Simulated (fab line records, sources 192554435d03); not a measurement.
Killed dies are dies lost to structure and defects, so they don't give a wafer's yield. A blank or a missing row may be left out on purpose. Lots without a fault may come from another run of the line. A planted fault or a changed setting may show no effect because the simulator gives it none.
Split-lot experiment | flow n5_finfet | 7 lots, 21 wafers read, on a route of 1938 steps

THE SPLIT
At N5_FIN_SAQP_COAT_68 (time 60 s, resist thk 100 nm), the setting spin_rpm was moved away from the recipe's 1500 rpm on 8 of the 21 wafers read, by -9.3% to +7.2%. The other wafers ran this setting at the recipe's value.

The reading is taken at the split's own step.

THE READING
SOC_of_FIN_SAQP_COAT_68.thk_nm (the simulator's own value, which no gauge read), in nm, at N5_FIN_SAQP_COAT_68 (time 60 s, resist thk 100 nm). The file gives no usual value for it. The 13 wafers here that ran the recipe average 100.0 nm, standard deviation 0.25 nm.

wafer  | tool, chamber at the split | spin_rpm as run, rpm | against the recipe | SOC_of_FIN_SAQP_COAT_68.thk_nm, nm | against lot-mates on the recipe
L076.1 | litho_track-01, 0          | 1500                 | recipe             | 100.4                              | -
L076.3 | litho_track-01, 0          | 1500                 | recipe             | 100.4                              | -
L076.6 | litho_track-01, 0          | 1409                 | -6.1%              | 103.4                              | +3.0
L077.3 | litho_track-04, 0          | 1500                 | recipe             | 99.8                               | -
L077.4 | litho_track-04, 0          | 1500                 | recipe             | 100                                | -
L077.6 | litho_track-04, 0          | 1500                 | recipe             | 100                                | -
L078.2 | litho_track-05, 0          | 1500                 | recipe             | 100                                | -
L078.5 | litho_track-05, 0          | 1500                 | recipe             | 100                                | -
L078.4 | litho_track-05, 0          | 1500                 | recipe             | 99.6                               | -
L081.3 | litho_track-04, 0          | 1500                 | recipe             | 99.8                               | -
L081.4 | litho_track-04, 0          | 1500                 | recipe             | 100.4                              | -
L081.6 | litho_track-04, 0          | 1608                 | +7.2%              | 96.8                               | -3.3
L091.2 | litho_track-05, 0          | 1566                 | +4.4%              | 97.8                               | no lot-mate on the recipe
L091.6 | litho_track-05, 0          | 1566                 | +4.4%              | 97.8                               | no lot-mate on the recipe
L091.3 | litho_track-05, 0          | 1566                 | +4.4%              | 97.6                               | no lot-mate on the recipe
L093.2 | litho_track-04, 0          | 1500                 | recipe             | 99.8                               | -
L093.5 | litho_track-04, 0          | 1500                 | recipe             | 99.8                               | -
L093.4 | litho_track-04, 0          | 1579                 | +5.3%              | 97.4                               | -2.4
L095.3 | litho_track-05, 0          | 1360                 | -9.3%              | 105                                | +5.0
L095.4 | litho_track-05, 0          | 1500                 | recipe             | 100                                | -
L095.5 | litho_track-05, 0          | 1360                 | -9.3%              | 105.2                              | +5.2

THE FIT
A straight line over all 21 wafers: SOC_of_FIN_SAQP_COAT_68.thk_nm changes by -0.524 nm for each +1% of spin_rpm; r = -0.99; the points scatter about the line by 0.26 nm.
The same after taking each lot's own level away (the mean of its wafers on the recipe; 18 wafers): -0.513 nm for each +1%; r = -1.00; scatter 0.21 nm.
On that fit, the largest move of spin_rpm shifts the reading by 4.8 nm.
The lots' own levels span 99.80 to 100.40 nm, that is 2.4 times the standard deviation above.
So the lot-to-lot level changes the slope little: the two slopes agree.
Check: with one of the wafers moved furthest among these (-9.3%) left out of the fit, the line predicts +4.78 nm for it against its lot-mates. It came out at +5 nm against them.

OTHER SPLITS ON THESE WAFERS
These wafers also went through other splits before the reading. Each is held against what the fit with the lots' levels taken away leaves over:
other split on the same wafers         | wafers away from the commonest value | r with SOC_of_FIN_SAQP_COAT_68.thk_nm (lot level and that fit taken away)
N5_ZERO_LAYER_PECVD_02 time_s          | 5                                    | -0.40
N5_ZERO_LAYER_EXPOSE_08 dose_mj        | 7                                    | +0.35
N5_PMOS_HMC_CHANNEL_EPI_ETCH_32 bias_w | 11                                   | +0.02
N5_FIN_SAQP_ETCH_65 time_s             | 8                                    | -0.22

THE FILE'S OWN FIT
SOC_of_FIN_SAQP_COAT_68.thk_nm changes by -0.502 nm for each +1% of spin_rpm, r = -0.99.
